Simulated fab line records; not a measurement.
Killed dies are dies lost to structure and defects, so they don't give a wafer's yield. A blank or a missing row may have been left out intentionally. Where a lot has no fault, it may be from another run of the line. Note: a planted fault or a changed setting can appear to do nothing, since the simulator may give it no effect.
Split-lot study ; flow n5Finfet ; route with 1938 steps; 7 lots, 21 wafers read

THE SPLIT
At N5_BEOL_M11_COAT_59 (time 60 s, resist thk 100 nm), the setting spinRpm was moved away from the recipe's 1500 rpm on 11 of the 21 wafers read, by -6.2% to +7.0%. All remaining wafers had this setting at the recipe value.

Reading taken at the split's own step.

THE READING
SOC_of_BEOL_M11_COAT_59.thkNm (the simulator's own value, which no gauge read), in nm, at N5_BEOL_M11_COAT_59 (time 60 s, resist thk 100 nm). There is no usual value for it anywhere in the file. The 10 wafers here that ran the recipe average 100.0 nm, standard deviation 0.14 nm.

wafer;tool, chamber at the split;spinRpm as run, rpm;against the recipe;SOC_of_BEOL_M11_COAT_59.thkNm, nm;against lot-mates on the recipe
L074.1;lithoTrack-03, 0;1559;+3.9%;98.2;-1.8
L074.5;lithoTrack-03, 0;1559;+3.9%;98.2;-1.8
L074.3;lithoTrack-03, 0;1500;recipe;100;-
L078.2;lithoTrack-03, 0;1500;recipe;99.8;-
L078.3;lithoTrack-03, 0;1500;recipe;99.8;-
L078.6;lithoTrack-03, 0;1500;recipe;99.8;-
L086.2;lithoTrack-03, 0;1605;+7.0%;96.6;-3.6
L086.4;lithoTrack-03, 0;1500;recipe;100.2;-
L086.6;lithoTrack-03, 0;1500;recipe;100.2;-
L088.3;lithoTrack-02, 0;1583;+5.5%;96.6;no lot-mate on the recipe
L088.5;lithoTrack-02, 0;1583;+5.5%;97;no lot-mate on the recipe
L088.6;lithoTrack-02, 0;1583;+5.5%;96.8;no lot-mate on the recipe
L090.2;lithoTrack-01, 0;1575;+5.0%;97.8;-2.2
L090.6;lithoTrack-01, 0;1575;+5.0%;97.8;-2.2
L090.4;lithoTrack-01, 0;1500;recipe;100;-
L091.2;lithoTrack-02, 0;1500;recipe;100;-
L091.6;lithoTrack-02, 0;1500;recipe;100;-
L091.4;lithoTrack-02, 0;1407;-6.2%;103.4;+3.4
L095.1;lithoTrack-02, 0;1589;+5.9%;97;-3.0
L095.3;lithoTrack-02, 0;1589;+5.9%;97;-3.0
L095.5;lithoTrack-02, 0;1500;recipe;100;-

FIT RESULTS
A straight line over all 21 wafers: SOC_of_BEOL_M11_COAT_59.thkNm changes by -0.517 nm for each +1% of spinRpm; r = -0.99; the points scatter about the line by 0.24 nm.
The same after taking each lot's own level away (the mean of its wafers on the recipe; 18 wafers): -0.502 nm for each +1%; r = -1.00; scatter 0.13 nm.
The reading moves by 3.5 nm for the largest change in spinRpm, on that fit.
Measured against the standard deviation above, the lots' own levels, which go from 99.80 to 100.20 nm, span 2.9 times it.
The two slopes are in agreement: the lot-to-lot level therefore moves the slope only a little.
Check: -3.42 nm against its lot-mates is what the line predicts for one of the wafers moved furthest among these (+7.0%) when that wafer is left out of the fit. It came out at -3.6 nm against them.

FURTHER SPLITS ON THESE WAFERS
These wafers also went through other splits before the reading. Each is held against what the fit with the lots' levels taken away leaves over:
other split on the same wafers;wafers away from the commonest value;r with SOC_of_BEOL_M11_COAT_59.thkNm (lot level and that fit taken away)
N5_BEOL_M5_COAT_05 spinRpm;6;+0.30
N5_BEOL_M5_ETCH_72 sourceW;4;-0.28
N5_BEOL_M5_ETCH_41 sourceW;6;+0.25
N5_BEOL_M6_ETCH_66 biasW;5;+0.04
N5_BEOL_M7_EXPOSE_25 doseMj;9;-0.18
N5_BEOL_M7_DESCUM_33 timeS;7;+0.34
N5_BEOL_M8_PEB_09 pebTimeS;6;+0.09
N5_BEOL_M8_DEVELOP_10 developTimeS;2;+0.44

FILE'S OWN FIT
SOC_of_BEOL_M11_COAT_59.thkNm changes by -0.504 nm for each +1% of spinRpm, r = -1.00.
